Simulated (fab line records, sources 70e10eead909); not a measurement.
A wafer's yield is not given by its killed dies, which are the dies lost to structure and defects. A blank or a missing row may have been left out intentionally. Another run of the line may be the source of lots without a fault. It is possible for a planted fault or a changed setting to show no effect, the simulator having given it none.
A lot that was struck, set against a sound lot + flow nandHarc + 16 out of 1302 route steps
Sound: wafers L876.2, L876.3, L876.5. The struck wafers were L888.1, L888.3, L888.6. The cause is named last.
Order at every step that has rows: each side's tool, ch and its chambers, its first start. Under that, the readings that differ: sound wafers + struck wafers + difference of the means + sigmas: that difference in standard deviations of wafers without a fault.
alike: same words and numbers on both sides, and readings whose means sit less than 2 such deviations apart. not compared: any withheld reading, any reading some wafer has no value for, any bound like >300 that may hide the same value, and any number with overlapping values for which the record gives no deviation.
Wherever a step has rows on one side only, a row that says differs or no value, or a row with sigmas, the two part there. Numbers that have no deviation but don't overlap get no sigmas and don't part them. Lack of a reading on every wafer of one side parts them only where that side has two or more wafers.

NHARC_A_ONON_D2_THK_MEAS_11: measures by ellipsometry.
  struck on filmMetro-01, day 18 16:11; sound on filmMetro-01, day 13 00:54
  alike: thkNm
after that, 1 step with no rows for these wafers: NHARC_A_ONON_D2_DEP_12 (target thk 1000 nm).
NHARC_A_ONON_D2_THK_MEAS_14: measures by ellipsometry.
  struck on filmMetro-01, day 18 16:45; sound on filmMetro-01, day 13 01:28
  alike: thkNm
then, 2 steps without rows for these wafers: NHARC_A_ONON_D2_ANNEAL_15 (time 3600 s); NHARC_A_ONON_D2_DEP_16 (target thk 1000 nm).
NHARC_A_ONON_D2_THK_MEAS_18: measures by ellipsometry.
  struck on filmMetro-02, day 19 00:49; sound on filmMetro-02, day 13 08:51
| reading    | sound          | struck      | difference | sigmas |
|------------|----------------|-------------|------------|--------|
| thkNm (nm) | 1009 1008 1008 | 990 991 990 | -18        | -2     |
after that, 1 step with no rows for these wafers: NHARC_A_ONON_D2_DEP_19 (target thk 1000 nm).
NHARC_A_ONON_D2_THK_MEAS_21: measures by ellipsometry.
  struck on filmMetro-02, day 19 01:23; sound on filmMetro-01, day 13 09:25
  alike: thkNm
after that, 1 step with no rows for these wafers: NHARC_A_ONON_D2_DEP_22 (target thk 1000 nm).
NHARC_A_ONON_D2_THK_MEAS_24: measures by ellipsometry.
  struck on filmMetro-02, day 19 01:57; sound on filmMetro-02, day 13 09:59
  alike: thkNm
after that, 1 step with no rows for these wafers: NHARC_A_ONON_D2_DEP_25 (target thk 1000 nm).
NHARC_A_ONON_D2_THK_MEAS_27: measures by ellipsometry.
  struck on filmMetro-02, day 19 02:31; sound on filmMetro-02, day 13 10:33
  alike: thkNm
NHARC_A_ONON_D2_DEP_28: target thk 1000 nm.
  sound on pecvdOnon-04 ch 0, day 13 10:40; struck on pecvdOnon-02 ch 0, day 19 02:34
NHARC_A_ONON_D2_THK_MEAS_30: measures by ellipsometry.
  struck on filmMetro-02, day 19 03:05; sound on filmMetro-01, day 13 11:07
| reading    | sound       | struck      | difference | sigmas |
|------------|-------------|-------------|------------|--------|
| thkNm (nm) | 990 988 989 | 638 639 637 | -351       | -35    |
NHARC_A_ONON_D2_DEP_33: deposits SiO2, target thk 200 nm.
  sound on pecvd-03 ch 0,1, day 13 11:11; struck on pecvd-03 ch 0,1,2, day 19 03:08
  alike: heaterPowerOuterW, heaterPowerW, throttleValvePct
-- record jumps: 12 days between struck wafers' starts before vs after; left off in module A_ONON_D2, resumes in module END, first step shown is number 1302 of the route --
NHARC_END_SORT_01:
  the record has rows for the struck wafers here (prober-02 ch 0, day 30 15:33) and none for the sound ones

## WHERE THEY PART
Last at NHARC_END_SORT_01 as far as this record goes, first at NHARC_A_ONON_D2_THK_MEAS_18.

WHY: the cause the simulator had injected
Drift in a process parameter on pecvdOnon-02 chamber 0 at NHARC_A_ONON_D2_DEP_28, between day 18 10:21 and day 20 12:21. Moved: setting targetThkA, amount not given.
